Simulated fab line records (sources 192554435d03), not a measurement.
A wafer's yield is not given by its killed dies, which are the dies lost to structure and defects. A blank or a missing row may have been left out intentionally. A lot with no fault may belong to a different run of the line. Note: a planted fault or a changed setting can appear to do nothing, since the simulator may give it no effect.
A struck lot beside a sound one :: flow n5_finfet :: 39 out of 1938 route steps
Sound: these wafers, L644.1, L644.2, L644.3. The struck wafers were L645.3, L645.5, L645.6. Last of all comes the cause.
Per side, at each step with rows, come the tool, then ch with its chambers, and then its first start. Under that, the readings that differ: sound wafers :: struck wafers :: difference of the means :: sigmas: that difference in standard deviations of wafers without a fault.
alike: same words and numbers on both sides, and readings whose means sit less than 2 such deviations apart. not compared: any withheld reading, any reading some wafer has no value for, any bound like >300 that may hide the same value, and any number with overlapping values for which the record gives no deviation.
The two part at a step that has a row with sigmas, a row that says differs or no value, or rows on one side only. Numbers that don't overlap but have no deviation are shown without sigmas and don't part them. Lack of a reading on every wafer of one side parts them only where that side has two or more wafers.

first, 9 steps without rows for these wafers: N5_BEOL_M4_ANNEAL_95 (time 240 s); N5_BEOL_M4_SPUTTER_96 (material Cu, target thk 4.5 nm, time 8.29 s); N5_BEOL_M4_ECD_50 (material Cu, target thk 300 nm); N5_BEOL_M4_ANNEAL_51 (time 90 s); N5_BEOL_M4_CMP_52 (polishes, stops on SiOC, t overpolish 6.8 s, target thk 40 nm); N5_BEOL_M4_PRE_CLEAN_60 (time 15 s); N5_BEOL_M4_CO_CAP_55 (material Co, precursor CCTBA/H2, target thk 2 nm, time 102.1 s); N5_BEOL_M4_PRE_CLEAN_56 (time 15 s); N5_BEOL_M4_DEP_57 (deposits SiCN from 3MS/NH3, target thk 8 nm, time 14 s).
N5_BEOL_M4_RC_MEAS_101:
  sound on prober-02 ch 0, day 13 10:18; struck on prober-01 ch 0, day 13 12:09
  alike: DIBL_N, DIBL_P, IOFF_N, IOFF_P, ION_N, ION_P, SS_N, SS_P, VT_N, VT_P
then, 24 steps without rows for these wafers: N5_BEOL_M5_ILD_DEP_00 (deposits SiCOH lowk from DEMS/porogen, target thk 140.64 nm, time 25.9 s); N5_BEOL_M5_CURE_79 (cures SiCOH lowk, time 240 s); N5_BEOL_M5_PECVD_70 (deposits SiO2 from TEOS/O2, target thk 16 nm, time 18 s); N5_BEOL_M5_HM_DEP_02 (deposits TiN, target thk 20 nm); N5_BEOL_M5_COAT_59 (time 60 s, resist thk 60 nm); N5_BEOL_M5_COAT_60 (time 60 s, resist thk 12 nm); N5_BEOL_M5_COAT_71 (time 60 s, resist thk 5 nm); N5_BEOL_M5_COAT_05 (resist thk 30 nm); N5_BEOL_M5_EBR_07; N5_BEOL_M5_SOFTBAKE_06 (time 60 s); N5_BEOL_M5_EXPOSE_08 (exposes mask M5, target cd 28 nm); N5_BEOL_M5_PEB_09 (peb time 60 s); N5_BEOL_M5_DEVELOP_10 (develop time 30 s); N5_BEOL_M5_DESCUM_16 (chemistry O2, time 7 s); N5_BEOL_M5_ETCH_72 (etches underlayer in N2/H2, target depth 6.5 nm, time 5.2 s); N5_BEOL_M5_ETCH_61 (etches SiARC in CF4, target depth 15.6 nm, time 26 s); N5_BEOL_M5_ETCH_62 (etches SOC in N2/H2, target depth 75 nm, overetch 15 nm, time 112.5 s); N5_BEOL_M5_STRIP_63 (strips in N2/H2); N5_BEOL_M5_STRIP_73 (strips in N2/H2); N5_BEOL_M5_STRIP_64 (strips in CF4); N5_BEOL_M5_HM_OPEN_17 (chemistry Cl2/BCl3, target TiN, target depth 20 nm, overetch 6 nm); N5_BEOL_M5_STRIP_19 (strips in O2); N5_BEOL_M5_COAT_65 (time 60 s, resist thk 60 nm); N5_BEOL_M5_COAT_66 (time 60 s, resist thk 12 nm).
-- record jumps: 4 days separate the struck wafers' starts on either side; left off in module BEOL_M5, taken up again in module BEOL_M14, whose first shown step is the route's number 1765 --
N5_BEOL_M14_ECD_47: material Cu, target thk 1248 nm.
  sound on ecd_cu-02 ch 0,1, day 17 15:04; struck on ecd_cu-01 ch 0,1, day 17 07:41
N5_BEOL_M14_CMP_49: polishes, stops on SiO2, t overpolish 5.2 s, target thk 560 nm.
  sound on cmp-01 ch 0,1,3, day 17 15:58; struck on cmp-01 ch 2,3, day 17 08:24
reading: time_to_endpoint_s (s)
sound: 120 115 119
struck: 10 10 11
difference: -108
sigmas: -21
  alike: clearing_platen_rpm, edge_zone_pressure_frac, motor_current_A
N5_BEOL_M14_THK_MEAS_50: measures by xrf.
  sound on film_metro-02, day 17 16:15; struck on film_metro-02, day 17 08:41
reading: M14_THK (nm)
sound: 566 556 603
struck: - - -
difference: no value on the struck wafers
sigmas: 
N5_BEOL_M14_RS_MEAS_54: a four-point-probe measurement.
  sound on film_metro-02, day 17 16:23; struck on film_metro-02, day 17 08:49
reading: M14_RS (ohm/sq)
sound: 0.0342 0.0347 0.0322
struck: 32.688 32.691 32.883
difference: +32.720
sigmas: +99 or more
N5_PASSIVATION_PROBE_49:
  sound on prober-02, day 18 12:25; struck on prober-02, day 18 06:11
reading: defect_limited_yield (%)
sound: 91.7 91.9 91.1
struck: 0 0 0
difference: -92
sigmas: -61

reading: killed_at_M4_up
sound: 5 5 16
struck: 1091 1096 1090
difference: +1084
sigmas: +99 or more

reading: killed_dies
sound: 98 96 105
struck: 1180 1180 1180
difference: +1080
sigmas: +60

reading: killed_on_rim
sound: 13 12 15
struck: 152 152 152
difference: +139
sigmas: +33

reading: sort_bin_5_function (%)
sound: 4.6 4.7 5.1
struck: 96.8 96.5 96.2
difference: +91.7
sigmas: +97

reading: sort_n_pass
sound: 1082 1084 1075
struck: 0 0 0
difference: -1080
sigmas: -60

reading: sort_yield_pct (%)
sound: 91.7 91.9 91.1
struck: 0 0 0
difference: -92
sigmas: -61
  alike: killed_at_M0_to_M3, killed_at_contacts, killed_at_front_end, killed_at_other, killed_open, killed_short, sort_bin_6_memory

## WHERE THEY PART
Last at N5_PASSIVATION_PROBE_49 as far as this record goes, first at N5_BEOL_M14_CMP_49.

WHY: what the simulator had put in
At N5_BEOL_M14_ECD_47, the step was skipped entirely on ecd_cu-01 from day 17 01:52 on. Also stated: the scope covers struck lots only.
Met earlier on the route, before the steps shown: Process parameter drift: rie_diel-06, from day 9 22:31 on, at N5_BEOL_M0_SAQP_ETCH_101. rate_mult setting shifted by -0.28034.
